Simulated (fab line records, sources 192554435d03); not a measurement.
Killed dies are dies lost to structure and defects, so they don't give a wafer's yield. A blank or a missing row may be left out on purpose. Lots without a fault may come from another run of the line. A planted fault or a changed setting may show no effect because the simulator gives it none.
Which tool did it? | flow n5_finfet | 6 lots, 16 wafers sampled, at 5 steps of a route of 1938

WHAT THE GAUGES READ, wafer by wafer
N5_BEOL_M4_RC_MEAS_101.
lot  | measured     | on        | VT_N (mV)
L631 | day 9 06:28  | prober-01 | 251 251 244
L637 | day 11 16:26 | prober-02 | 243 249 244
L640 | day 12 21:02 | prober-02 | 246 246 242
L646 | day 13 18:13 | prober-02 | 248 252
L648 | day 14 01:16 | prober-02 | 251 251
L647 | day 14 13:26 | prober-01 | 242 246 244

WHICH TOOL RAN EACH LOT (tool, then ch and the chambers of the sampled wafers, then the start)
lot  | N5_BEOL_M3_ANNEAL_89         | N5_BEOL_M3_SPUTTER_92        | N5_BEOL_M3_ANNEAL_93         | N5_BEOL_M3_ANNEAL_95
L631 | pvd_sputter-01, day 8 16:16  | pvd_sputter-01, day 8 16:38  | pvd_sputter-01, day 8 16:43  | pvd_sputter-01, day 8 16:56
L637 | pvd_sputter-01, day 10 18:44 | pvd_sputter-01, day 10 19:05 | pvd_sputter-01, day 10 19:10 | pvd_sputter-01, day 10 19:23
L640 | pvd_sputter-03, day 11 21:17 | pvd_sputter-03, day 11 21:38 | pvd_sputter-03, day 11 21:43 | pvd_sputter-03, day 11 21:56
L646 | pvd_sputter-03, day 13 00:06 | pvd_sputter-03, day 13 00:28 | pvd_sputter-03, day 13 00:32 | pvd_sputter-03, day 13 00:46
L648 | pvd_sputter-01, day 13 05:29 | pvd_sputter-01, day 13 05:51 | pvd_sputter-01, day 13 05:56 | pvd_sputter-01, day 13 06:09
L647 | pvd_sputter-02, day 13 13:37 | pvd_sputter-02, day 13 13:58 | pvd_sputter-02, day 13 14:03 | pvd_sputter-02, day 13 14:16
- N5_BEOL_M3_ANNEAL_89: time 240 s.
- N5_BEOL_M3_SPUTTER_92: material Cu, target thk 4.5 nm, time 8.29 s.
- N5_BEOL_M3_ANNEAL_93: time 240 s.
- N5_BEOL_M3_ANNEAL_95: time 240 s.

THE ANSWER, worked out from the rows above alone
Rule: what is usual is taken from the lots themselves. Put in order of their means at a reading, lots are off if they are a third of the lots or fewer, leave a main group of 4 or more, and stand apart from it by a gap of 3 or more times the standard deviation of the main group's means; of several such gaps the widest counts. A main group whose means are all the same, to the digits that the tables above print for the reading, isn't used. A lot without any number at a reading at which 4 lots or more have one is off too. The other lots that the step has rows for count as sound.
No lot is off at any reading shown: from this, nothing can be told.

WHAT THE SIMULATOR HAD PUT IN
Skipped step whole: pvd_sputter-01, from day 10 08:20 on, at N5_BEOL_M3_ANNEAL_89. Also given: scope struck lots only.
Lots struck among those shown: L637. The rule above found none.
